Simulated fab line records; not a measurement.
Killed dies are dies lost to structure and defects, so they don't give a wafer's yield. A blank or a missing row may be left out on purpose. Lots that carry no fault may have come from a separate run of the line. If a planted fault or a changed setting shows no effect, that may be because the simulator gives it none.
The tool behind it: which one?	flow nand harc	11 lots with 33 wafers sampled at 5 steps, on a route of 1302 steps

== WHAT THE GAUGES READ, wafer by wafer ==
NHARC_END_SORT_01. Usual: killed at array 52, standard deviation 17; killed at other 0.9, standard deviation 1.2; killed at periphery 3.9, standard deviation 2.7; killed dies 57, standard deviation 16; killed open 3.3, standard deviation 1.9; killed short 2.5, standard deviation 1.5.
lot	measured	on	killed at array	killed at other	killed at periphery	killed dies	killed open	killed short	flag
L601	day 29 07:08	prober-01	47 666 45	5 6 1	4 5 1	56 677 47	3 2 2	4 3 2	OFF
L602	day 30 01:46	prober-02	671 20 20	0 0 2	6 8 8	677 28 30	0 4 2	2 0 1	OFF

== TOOL THAT RAN EACH LOT (tool first, then ch and the chambers of the sampled wafers, then the start) ==
lot	NHARC_A_CONTACT_DEP_57	NHARC_A_CONTACT_ETCH_75	NHARC_A_CONTACT_ETCH_76	NHARC_A_CONTACT_ETCH_78
L591	acl dep-01 ch 0, day 22 15:50	rie diel-11 ch 0,1, day 22 19:31	rie diel-11 ch 2,3, day 22 19:37	rie diel-11 ch 0,2,3, no start
L589	acl dep-02 ch 0, day 22 21:54	rie diel-02 ch 0,1,3, day 23 01:40	rie diel-02 ch 0,2,3, day 23 01:49	rie diel-02 ch 0,1, no start
L597	acl dep-02 ch 0, day 25 13:10	rie diel-02 ch 0,1,3, day 25 17:22	rie diel-02 ch 0,1,2, day 25 17:30	rie diel-02 ch 0,3, no start
L599	acl dep-01 ch 0, day 26 01:25	rie diel-02 ch 0,1, day 26 05:15	rie diel-02 ch 0,1,2, day 26 05:22	rie diel-02 ch 0,3, no start
L601	acl dep-01 ch 0, day 26 14:01	rie diel-02 ch 0,1,3, day 26 17:13	rie diel-02 ch 0,2,3, day 26 17:23	rie diel-02 ch 0,1,2, day 29 07:08 or earlier
L602	acl dep-03 ch 0, day 27 08:49	rie diel-02 ch 2,3, day 27 11:58	rie diel-02 ch 0,2,3, day 27 12:05	rie diel-02 ch 0,2,3, day 30 01:46 or earlier
L604	acl dep-01 ch 0, day 28 10:18	rie diel-11 ch 2,3, day 28 14:31	rie diel-11 ch 1,3, day 28 14:38	rie diel-11 ch 2,3, no start
L609	acl dep-02 ch 0, day 31 03:51	rie diel-04 ch 0,2, day 31 08:06	rie diel-04 ch 2,3, day 31 08:11	rie diel-04 ch 0,1,2, no start
L611	acl dep-02 ch 0, day 31 11:19	rie diel-02 ch 2,3, day 31 15:01	rie diel-02 ch 0,1, day 31 15:05	rie diel-02 ch 2,3, no start
L608	acl dep-03 ch 0, day 31 11:33	rie diel-04 ch 1,3, day 31 15:46	rie diel-04 ch 0,1,3, day 31 15:53	rie diel-04 ch 0,1,3, no start
L610	acl dep-02 ch 0, day 31 17:34	rie diel-02 ch 0,1,3, day 31 21:49	rie diel-02 ch 0,1,3, day 31 21:54	rie diel-02 ch 0,1,3, no start
- NHARC_A_CONTACT_DEP_57: deposits aC, target thk 5300 nm.
- NHARC_A_CONTACT_ETCH_75: etches the open film in CF4, target depth 39 nm, time 65 s.
- NHARC_A_CONTACT_ETCH_76: etches the open film in N2/H2, target depth 260 nm, time 475.3 s.
- NHARC_A_CONTACT_ETCH_78: etches the open film in O2/COS, target depth 5300 nm, time 1378 s.

== WHAT THE TOOLS THEMSELVES READ (means of the sampled wafers that have a number; where no wafer has one, the mark that the record gives instead) ==
NHARC_A_CONTACT_DEP_57. Usual: throttle valve pct at 34.999 %, with a standard deviation of 0.0096.
lot	tool	throttle valve pct (%)	flag
L591	acl dep-01	35.005	
L589	acl dep-02	34.999	
L597	acl dep-02	35.000	
L599	acl dep-01	34.994	
L601	acl dep-01	35.007	
L602	acl dep-03	34.997	
L604	acl dep-01	35.003	
L609	acl dep-02	34.991	
L611	acl dep-02	35.002	
L608	acl dep-03	34.994	
L610	acl dep-02	34.997	

NHARC_A_CONTACT_ETCH_75. Usual: drypump motor current A 5.5 A, standard deviation 0.4; oes product au 1.001 a.u., standard deviation 0.011; rf vpp V 151.5 V, standard deviation 1.2; showerhead plenum p Torr 1.79 Torr, standard deviation 0.08; throttle valve pct 13.284 %, standard deviation 0.0099.
lot	tool	drypump motor current A (A)	oes product au (a.u.)	rf vpp V (V)	showerhead plenum p Torr (Torr)	throttle valve pct (%)	flag
L591	rie diel-11	5.7	0.993	150.7	1.77	13.289	
L589	rie diel-02	5.6	0.992	152.4	1.83	13.281	
L597	rie diel-02	5.6	0.997	152.1	1.82	13.278	
L599	rie diel-02	5.5	1.011	151.7	1.82	13.289	
L601	rie diel-02	5.6	1.006	151.3	1.82	13.285	
L602	rie diel-02	5.6	0.999	151.5	1.71	13.293	
L604	rie diel-11	5.4	1.008	151.9	1.85	13.291	
L609	rie diel-04	6.0	1.005	151.3	1.80	13.286	
L611	rie diel-02	5.8	0.988	151.4	1.76	13.286	
L608	rie diel-04	5.1	1.001	150.8	1.75	13.280	
L610	rie diel-02	5.6	0.995	152.1	1.82	13.286	

NHARC_A_CONTACT_ETCH_76. Usual: drypump motor current A 5.5 A, standard deviation 0.39; n2 flow sccm 150.0 sccm, standard deviation 0.47; oes product au 1.002 a.u., standard deviation 0.01; rf vpp V 431.0 V, standard deviation 3; showerhead plenum p Torr 2.06 Torr, standard deviation 0.1; throttle valve pct 14.171 %, standard deviation 0.0087.
lot	tool	drypump motor current A (A)	n2 flow sccm (sccm)	oes product au (a.u.)	rf vpp V (V)	showerhead plenum p Torr (Torr)	throttle valve pct (%)	flag
L591	rie diel-11	5.4	149.7	0.993	432.9	2.16	14.170	
L589	rie diel-02	5.7	149.7	0.998	431.6	2.04	14.178	
L597	rie diel-02	5.3	150.2	1.019	430.2	2.03	14.177	
L599	rie diel-02	5.3	150.3	1.015	430.7	2.03	14.165	
L601	rie diel-02	5.7	149.8	0.927	429.6	2.04	14.164	OFF
L602	rie diel-02	5.7	149.9	0.932	430.5	2.04	14.174	OFF
L604	rie diel-11	5.4	150.2	0.996	431.4	2.08	14.172	
L609	rie diel-04	5.3	150.0	0.993	432.0	2.10	14.179	
L611	rie diel-02	5.5	150.0	1.003	432.1	2.10	14.168	
L608	rie diel-04	5.5	150.1	1.004	429.1	2.00	14.175	
L610	rie diel-02	5.6	149.8	0.992	432.6	2.10	14.176	

NHARC_A_CONTACT_ETCH_78. Usual: drypump motor current A 5.5 A, standard deviation 0.39; oes product au 1.001 a.u., standard deviation 0.01; rf vpp V 314.6 V, standard deviation 2.3; showerhead plenum p Torr 3.15 Torr, standard deviation 0.15; throttle valve pct 28.330 %, standard deviation 0.0097.
lot	tool	drypump motor current A (A)	oes product au (a.u.)	rf vpp V (V)	showerhead plenum p Torr (Torr)	throttle valve pct (%)	flag
L591	rie diel-11	5.6	0.997	317.4	3.31	28.330	
L589	rie diel-02	5.2	1.011	315.3	3.22	28.329	
L597	rie diel-02	5.8	1.007	315.4	3.22	28.335	
L599	rie diel-02	5.8	0.993	315.1	3.22	28.327	
L601	rie diel-02	5.3	1.003	313.1	3.11	28.318	
L602	rie diel-02	5.7	0.998	313.6	3.12	28.321	
L604	rie diel-11	5.4	0.997	315.7	3.27	28.336	
L609	rie diel-04	5.5	1.012	315.9	3.21	28.334	
L611	rie diel-02	5.6	0.991	312.8	3.00	28.340	
L608	rie diel-04	5.5	1.006	313.0	3.06	28.333	
L610	rie diel-02	5.6	0.993	315.0	3.21	28.327	

== THE ANSWER, worked out from the rows above alone ==
Rule: take the mean of a lot's wafers that have a number; if it is more than 3 standard deviations from the usual mean, the lot is off. A lot without any number at a reading at which 4 lots or more have one is off too. Any other lot the step has rows for is counted as sound. After the gauges, taken in route order, come the tools' own readings; for these a lot's mean is taken, as printed above. The first step at which some lot is off is used, and at that step the reading that is off furthest; a lot without a number counts as furthest.
Off at NHARC_END_SORT_01 (killed dies): L601, L602. Neither off nor sound, because the step has no rows for them: L591, L589, L597, L599, L604, L609, L611, L608, L610.
A tool fits if, at a process step before that reading, it ran every lot that is off, and no sound lot after the first of them. The gauges at NHARC_END_SORT_01 aren't tried: what is off there is off at NHARC_A_CONTACT_ETCH_76 too, on other tools, and a gauge's error can't cause that. Because NHARC_A_CONTACT_ETCH_78 lacks a start for some lots, the hours and order of its lots are taken from NHARC_END_SORT_01. One fits: NHARC_A_CONTACT_ETCH_75 and NHARC_A_CONTACT_ETCH_76 and NHARC_A_CONTACT_ETCH_78 on rie diel-02. It ran no sound lot before its first lot that is off in this sample, so the start can't be narrowed down.

== WHAT HAD BEEN PUT IN BY THE SIMULATOR ==
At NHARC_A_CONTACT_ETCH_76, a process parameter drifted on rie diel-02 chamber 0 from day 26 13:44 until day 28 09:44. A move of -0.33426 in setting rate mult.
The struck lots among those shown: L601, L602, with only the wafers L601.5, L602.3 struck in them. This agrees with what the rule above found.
